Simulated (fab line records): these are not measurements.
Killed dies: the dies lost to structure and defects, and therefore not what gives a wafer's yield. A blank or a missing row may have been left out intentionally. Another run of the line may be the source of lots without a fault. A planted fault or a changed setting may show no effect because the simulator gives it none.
fab line records	flow nandHarc
[record] lots = 13	wafers = 39	lastDay = 24
route steps=1159 shown P_BONDPAD@371 A_SOURCE_PLATE@416 A_ONON_D1@428 A_CHANNEL_HOLE_D1@451 END@1159
lots that met no fault: from a run of the same line without faults
startH: the number of hours between the record's first day and the start of the first shown wafer of the lot	waitH: hours from the lot's prior step to this one	" same as the row above	L1.1+2: a row that stands for several wafers	- either no value or no given start	* or withheld: withheld	< > ~ a bound
route shown NAME@n: a module of which the file shows steps, and the number in the route of the first	usual: mean/standard deviation of fault-free wafers	same: alike in all rows	chamber/n: place in a boat	sites: the reading at each site	_std_site: standard deviation of those values	_edge_site: the outer-site mean with the inner-site mean subtracted	radiusMm: for every site, how far away it sits from the centre of the wafer	mask NAME#n: copy n	behind: the last tool/chamber to shape the wafer	hold: reason for holding the lot/hours on hold/outcome of the hold	device: the transistor (n, p or np) that didn't switch	end of line: at the end of the route, the tests of the same wafers	where a step has no rows: the recipe by itself	killed: the dies lost at the first sort to structure and to defects; this is not the yield of the wafer	map: dies across one wafer; x = killed, . = not, _ = none there
set.NAME: the setting that was run; set.NAME@STEP: the one run at that earlier step	model.NAME: the simulator's own value behind a step, which no gauge read
a sample of lots followed through the steps of the route, with each step as a table and each wafer as a row
services: when a tool's chamber went out of use (startH, in hours from the record's first day, below 0 if earlier), for how many hours, and the reason
[[steps]]
[step NHARC_P_BONDPAD_STRIP_15]
[recipe] o2FlowSccm = 500	arFlowSccm = 0	biasW = 0	chemistry = O2
[usual] drypumpMotorCurrentA = 5.5/0.34	mfcArSccm = 0.013/0.015	oesProductAu = 1.000/0.0099	rfVppV = 57.7/0.98	showerheadPlenumPTorr = 3.47/0.13	throttleValvePct = 17.037/0.0086
lot.wafer	tool	chamber	startH	waitH	drypumpMotorCurrentA	mfcArSccm	oesProductAu	rfHoursCounterH	rfVppV	showerheadPlenumPTorr	throttleValvePct
L943.3	rieDiel-10	3	138.14	0.1	5.7	0.017	1.007	12	56.4	3.34	17.041
L943.1	"	0	"	"	5.8	0.039	1.011	11	57.8	3.53	17.040
L943.2	"	2	"	"	5.2	0	0.996	12	59.2	3.62	17.034
L942.3	rieDiel-10	2	138.78	0.1	5.3	0	1.004	12	58.5	3.62	17.038
L942.1	"	0	"	"	5.8	0.039	1.022	11	57.3	3.53	17.031
L942.2	"	1	"	"	5.1	0	1.003	12	57.6	3.36	17.037
L945.1	rieDiel-02	0	141.97	0.1	5.6	0.032	0.990	58	58.7	3.64	17.042
L945.3	"	2	"	"	5.0	0	0.994	60	56.7	3.29	17.043
L945.6	"	0	"	"	5.6	0.032	0.994	-	57.0	3.64	17.034
L951.1	rieDiel-13	1	184.47	0.1	5.8	0	0.982	27	56.6	3.32	17.053
L951.4	"	2	"	"	5.3	0.020	0.999	31	58.2	3.66	17.025
L951.3	"	3	"	"	6.1	0.008	0.987	30	58.6	3.31	17.040
L954.3	rieDiel-10	1	204.18	0.1	5.1	0	1.013	3	58.8	3.36	17.036
L954.4	"	0	"	"	5.7	0.039	1.000	3	58.8	3.52	17.011
L954.6	"	1	"	"	5.1	0	1.012	-	57.3	3.36	17.039
L953.3	rieDiel-10	2	205.46	0.1	5.2	0	0.995	3	57.8	3.61	17.045
L953.1	"	0	"	"	5.8	0.039	1.000	3	58.8	3.52	17.046
L953.4	"	1	"	"	5.1	0	1.001	3	57.9	3.36	17.028
L957.3	rieDiel-10	1	207.18	0.1	5.1	0	1.014	3	58.0	3.36	17.037
L957.5	"	1	"	"	5.1	0	1.013	-	56.3	3.36	17.034
L957.6	"	2	"	"	5.2	0	0.980	-	58.9	3.61	17.035
L955.4	rieDiel-10	1	210.62	0.1	5.1	0	1.010	3	57.6	3.36	17.039
L955.6	"	0	"	"	5.8	0.039	1.002	-	58.6	3.52	17.041
L955.5	"	1	"	"	5.1	0	0.996	-	57.6	3.36	17.033
L956.2	rieDiel-10	3	216.69	0.1	5.8	0.017	0.991	3	57.5	3.34	17.043
L956.1	"	0	"	"	5.8	0.039	0.996	3	57.6	3.52	17.022
L956.4	"	2	"	"	5.2	0	0.987	4	59.6	3.61	17.030
L958.2	rieDiel-10	3	231.41	0.1	5.7	0.017	1.019	4	56.2	3.34	17.043
L958.6	"	1	"	"	5.1	0	0.999	-	56.5	3.36	17.029
L958.5	"	2	"	"	5.3	0	0.999	-	57.7	3.61	17.031
L959.4	rieDiel-10	1	231.93	0.1	5.1	0	0.990	5	57.3	3.36	17.039
L959.2	"	2	"	"	5.3	0	0.985	5	58.9	3.61	17.031
L959.3	"	3	"	"	5.7	0.017	1.009	4	57.0	3.34	17.024
L960.2	rieDiel-10	3	238.08	0.1	5.7	0.017	0.998	5	57.2	3.34	17.051
L960.5	"	1	"	"	5.1	0	0.994	-	57.5	3.36	17.036
L960.6	"	2	"	"	5.2	0	0.986	-	56.0	3.61	17.031
L962.3	rieDiel-02	1	244.12	0.1	6.1	0.010	0.990	34	58.1	3.56	17.045
L962.2	"	3	"	"	6.3	0	0.985	31	57.7	3.28	17.033
L962.5	"	0	"	"	5.6	0.032	0.990	-	58.8	3.62	17.029
[step NHARC_A_SOURCE_PLATE_THK_MEAS_09]
[recipe] thkMeasGauge = ellipsometry
[usual] thkNm = 9.7/0.97
lot.wafer	tool	chamber	startH	waitH	thkNm
L943.1	filmMetro-02	-	151.97	0.4	9.3
L943.2	"	-	"	"	10.7
L943.3	"	-	"	"	8.9
L942.1	filmMetro-01	-	151.97	0.4	10.3
L942.2	"	-	"	"	9.1
L942.3	"	-	"	"	8.6
L945.1	filmMetro-02	-	151.98	0.4	10.0
L945.3	"	-	"	"	8.5
L945.6	"	-	"	"	8.5
L951.1	filmMetro-01	-	197.63	0.4	11.8
L951.3	"	-	"	"	9.4
L951.4	"	-	"	"	9.8
L953.1	filmMetro-01	-	219.13	0.4	10.8
L953.3	"	-	"	"	12.8
L953.4	"	-	"	"	8.8
L954.3	filmMetro-02	-	219.14	0.4	8.8
L954.4	"	-	"	"	8.6
L954.6	"	-	"	"	8.4
L957.3	filmMetro-01	-	219.14	0.4	9.4
L957.5	"	-	"	"	8.6
L957.6	"	-	"	"	8.8
L955.4	filmMetro-01	-	223.59	0.4	10.4
L955.5	"	-	"	"	8.9
L955.6	"	-	"	"	9.1
L956.1	filmMetro-01	-	230.92	0.4	9.9
L956.2	"	-	"	"	11.4
L956.4	"	-	"	"	9.4
L959.2	filmMetro-01	-	243.66	0.4	12.0
L959.3	"	-	"	"	10.4
L959.4	"	-	"	"	8.5
L958.2	filmMetro-02	-	243.68	0.4	8.6
L958.5	"	-	"	"	11.0
L958.6	"	-	"	"	7.7
L960.2	filmMetro-01	-	250.45	0.4	8.7
L960.5	"	-	"	"	9.9
L960.6	"	-	"	"	10.5
L962.2	filmMetro-01	-	254.86	0.4	11.0
L962.3	"	-	"	"	8.2
L962.5	"	-	"	"	10.2
[step NHARC_A_ONON_D1_DEP_06]
[recipe] targetThkA = 10000	n2FlowSccm = 2750	n2oFlowSccm = 2000	nh3FlowSccm = 500	sih4FlowSccm = 210	tempC = 400
[usual] n2oFlowSccm = 1999/5.8	nh3FlowSccm = 499.9/1.5
lot.wafer	tool	chamber	startH	waitH	n2oFlowSccm	nh3FlowSccm
L942.1	pecvdOnon-03	0	167.67	0.1	1996	502.0
L942.2	"	0	"	"	1995	501.5
L942.3	"	0	"	"	2006	502.5
L943.1	pecvdOnon-04	0	167.70	0.1	2001	496.6
L943.2	"	0	"	"	2003	500.6
L943.3	"	0	"	"	2010	498.5
L945.1	pecvdOnon-01	0	167.74	0.1	2000	500.2
L945.3	"	0	"	"	2005	501.6
L945.6	"	0	"	"	1997	503.2
L951.1	pecvdOnon-04	0	212.14	0.1	2392	499.6
L951.3	"	0	"	"	2391	497.8
L951.4	"	0	"	"	2396	501.9
L957.3	pecvdOnon-01	0	235.40	0.2	2004	500.3
L957.5	"	0	"	"	1999	501.2
L957.6	"	0	"	"	1991	497.6
L954.3	pecvdOnon-03	0	235.41	0.2	2004	499.5
L954.4	"	0	"	"	1996	498.0
L954.6	"	0	"	"	2000	497.6
L953.1	pecvdOnon-04	0	235.44	0.1	2400	500.4
L953.3	"	0	"	"	2398	500.3
L953.4	"	0	"	"	2398	500.3
L955.4	pecvdOnon-03	0	235.83	0.2	1998	500.9
L955.5	"	0	"	"	2000	500.2
L955.6	"	0	"	"	1994	501.6
L956.1	pecvdOnon-03	0	247.40	0.5	1998	499.1
L956.2	"	0	"	"	1993	499.0
L956.4	"	0	"	"	1997	499.9
L959.2	pecvdOnon-01	0	258.62	0.1	1990	500.8
L959.3	"	0	"	"	1994	501.9
L959.4	"	0	"	"	1984	499.9
L958.2	pecvdOnon-03	0	258.63	0.1	2015	499.9
L958.5	"	0	"	"	2009	501.3
L958.6	"	0	"	"	2010	497.4
L960.2	pecvdOnon-03	0	267.36	0.1	1992	499.2
L960.5	"	0	"	"	1991	501.9
L960.6	"	0	"	"	1999	497.5
L962.2	pecvdOnon-01	0	267.40	0.1	1998	498.3
L962.3	"	0	"	"	1998	500.0
L962.5	"	0	"	"	2004	500.0
[step NHARC_A_CHANNEL_HOLE_D1_DEP_01]
[recipe] targetThkA = 1400	targetThkNm = 140	tempC = 400	pressureTorr = 3.5	flowSccm = 200	rfW = 350	material = SiON
[usual] heaterPowerW = 816/76	showerheadVppV = 1119/56
lot.wafer	tool	chamber	startH	waitH	heaterPowerW	showerheadVppV
L942.1	pecvd-02	1	183.41	1.6	793	1106
L942.2	"	2	"	"	750	1178
L942.3	"	0	"	"	1000	1065
L943.1	pecvd-02	0	184.71	1.6	962	1034
L943.3	"	1	"	"	799	1086
L943.2	"	2	"	"	764	1162
L945.1	pecvd-03	2	184.92	1.6	838	1213
L945.3	"	0	"	"	805	1096
L945.6	"	2	"	"	840	1235
L951.1	pecvd-01	2	226.59	1.6	760	1134
L951.3	"	1	"	"	879	1064
L951.4	"	0	"	"	760	1177
L953.3	pecvd-02	1	250.84	1.0	828	1101
L953.1	"	0	"	"	851	1049
L953.4	"	2	"	"	698	1204
L957.3	pecvd-03	1	250.95	1.1	746	1163
L957.5	"	2	"	"	785	1199
L957.6	"	0	"	"	801	1120
L954.3	pecvd-01	1	252.12	1.0	902	1085
L954.4	"	0	"	"	745	1169
L954.6	"	2	"	"	782	1122
L955.6	pecvd-02	1	252.78	0.1	746	1087
L955.4	"	2	"	"	787	1185
L955.5	"	0	"	"	1013	1049
L956.1	pecvd-02	0	263.58	1.6	897	1024
L956.2	"	2	"	"	774	1171
L956.4	"	0	"	"	925	1031
L959.3	pecvd-02	1	275.78	1.0	806	1105
L959.2	"	2	"	"	691	1199
L959.4	"	2	"	"	715	1178
L958.2	pecvd-01	0	275.98	1.3	700	1158
L958.5	"	2	"	"	759	1108
L958.6	"	1	"	"	911	1064
L960.2	pecvd-01	0	283.87	1.4	809	1171
L960.6	"	1	"	"	911	1083
L960.5	"	0	"	"	796	1178
L962.2	pecvd-02	2	283.87	1.4	794	1166
L962.3	"	0	"	"	875	1034
L962.5	"	1	"	"	802	1089
[step NHARC_END_SORT_01]
[recipe] tempC = 25
[usual] killedAtArray = 25/9.2	killedAtOther = 0.9/1.3	killedAtPeriphery = 3.3/2.3	killedDies = 29/9.6	killedOpen = 3.2/1.8	killedShort = 2/1.4
[same] grossDies = 677
lot.wafer	tool	chamber	startH	waitH	killedAtArray	killedAtOther	killedAtPeriphery	killedDies	killedOpen	killedShort
L953.1	prober-02	0	512.26	2.5	31	0	4	35	3	3
L953.3	prober-02	0	513.87	3.1	44	0	5	49	3	2
L953.4	prober-02	0	514.67	3.4	35	0	10	45	1	3
L954.3	prober-02	0	521.66	3.1	31	0	4	35	2	3
L954.4	prober-02	0	522.46	3.4	27	0	3	30	2	1
L954.6	prober-02	0	524.04	4.0	34	0	4	38	3	2
// killed by level:class
L953.1 A_CHANNEL_HOLE_D1:chamberFilmFlake=11 A_SLIT:chamberFilmFlake=6 P_CONTACT:chamberFilmFlake=3 A_M0:chamberFilmFlake=3 A_STAIRCASE:chamberFilmFlake=3 A_WL_FILL:geometricParticle:short=2 A_CONTACT:geometricParticle:open=2 A_CHANNEL_FILL_D1:geometricParticle:short=1
L953.3 A_CHANNEL_HOLE_D1:chamberFilmFlake=19 A_SLIT:chamberFilmFlake=10 A_STAIRCASE:chamberFilmFlake=5 P_CONTACT:chamberFilmFlake=3 A_ZERO_WELL:chamberFilmFlake=3 P_STI:geometricParticle:short=1 P_CONTACT:geometricParticle:open=1 A_ONON_D1:geometricParticle:open=1
L953.4 A_CHANNEL_HOLE_D1:chamberFilmFlake=13 A_SLIT:chamberFilmFlake=12 P_CONTACT:chamberFilmFlake=9 A_STAIRCASE:chamberFilmFlake=3 A_M0:geometricParticle:short=2 A_CHANNEL_FILL_D1:geometricParticle:short=1 A_WL_FILL:geometricParticle:open=1 P_STI:chamberFilmFlake=1
L954.3 A_CHANNEL_HOLE_D1:chamberFilmFlake=15 A_CHANNEL_FILL_D1:chamberFilmFlake=4 A_STAIRCASE:chamberFilmFlake=3 A_WL_FILL:chamberFilmFlake=3 P_M0:geometricParticle:open=2 P_ZERO_WELL:chamberFilmFlake=2 A_ZERO_WELL:chamberFilmFlake=2 A_ONON_D1:geometricParticle:short=1
L954.4 A_CHANNEL_HOLE_D1:chamberFilmFlake=12 A_STAIRCASE:chamberFilmFlake=6 A_CONTACT:chamberFilmFlake=3 P_ZERO_WELL:chamberFilmFlake=2 A_WL_FILL:chamberFilmFlake=2 A_ONON_D1:geometricParticle:short=1 A_CONTACT:geometricParticle:open=1 A_M0:geometricParticle:open=1
L954.6 A_CHANNEL_HOLE_D1:chamberFilmFlake=15 A_CHANNEL_FILL_D1:chamberFilmFlake=4 A_STAIRCASE:chamberFilmFlake=4 A_CONTACT:chamberFilmFlake=3 A_ZERO_WELL:chamberFilmFlake=3 P_ZERO_WELL:chamberFilmFlake=2 P_CONTACT:geometricParticle:open=1 A_SOURCE_PLATE:geometricParticle:open=1
[[services]]
tool	chamber	startH	hours	kind
pecvd-03	0	123.80	10.4	repair
rieDiel-10	0	131.00	-	clean
rieDiel-10	1	131.00	-	clean
rieDiel-10	2	131.00	-	clean
rieDiel-10	3	131.00	-	clean
pecvd-02	1	134.35	24.9	repair
rieDiel-02	-	150.74	9.0	pm
pecvd-02	-	153.37	13.0	pm
pecvdOnon-03	-	153.38	13.0	pm
pecvd-01	-	162.00	1.1	repair
rieDiel-02	2	174.71	7.2	repair
rieDiel-10	-	176.50	9.0	pm
rieDiel-02	1	181.49	4.3	repair
pecvdOnon-01	-	195.00	13.0	pm
rieDiel-10	3	195.26	3.1	repair
rieDiel-02	3	196.38	7.9	repair
rieDiel-13	3	205.91	4.2	repair
rieDiel-13	1	206.20	2.9	repair
pecvd-01	2	206.82	3.9	repair
pecvd-03	-	230.20	2.3	repair
pecvd-01	-	237.00	13.0	pm
pecvdOnon-04	-	237.00	13.0	pm
pecvd-03	2	253.54	20.1	repair
rieDiel-13	-	276.17	9.0	pm
[[key]]
[firstSign] step = NHARC_A_ONON_D1_DEP_06	reading = n2oFlowSccm	direction = up	sigmas = 68	usual = 1999	struck = 2396
effect none on later readings
metAt NHARC_A_ONON_D1_DEP_06
struckLots L951,L953
testerLeftOut L951,L953
notActingAt NHARC_P_BONDPAD_STRIP_15,NHARC_A_SOURCE_PLATE_THK_MEAS_09,NHARC_A_CHANNEL_HOLE_D1_DEP_01
onsetBetween 167.70 212.14
[fault] kind = processParameterDrift	tool = pecvdOnon-04	chamber = -	onsetH = 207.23	steps = NHARC_A_ONON_D1_DEP_06	channel = n2oFlowSccm	offset = 400	shape = step	endH = 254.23	actsIn = theseRecipesOnly	stated = 2000
// testerLeftOut: of these lots the tester's yield and bins aren't shown, on N5 and GAA mostly nor the transistor test; their killed dies are dies lost to structure and defects alone, not to doping, threshold or leakage, so they don't give the yield
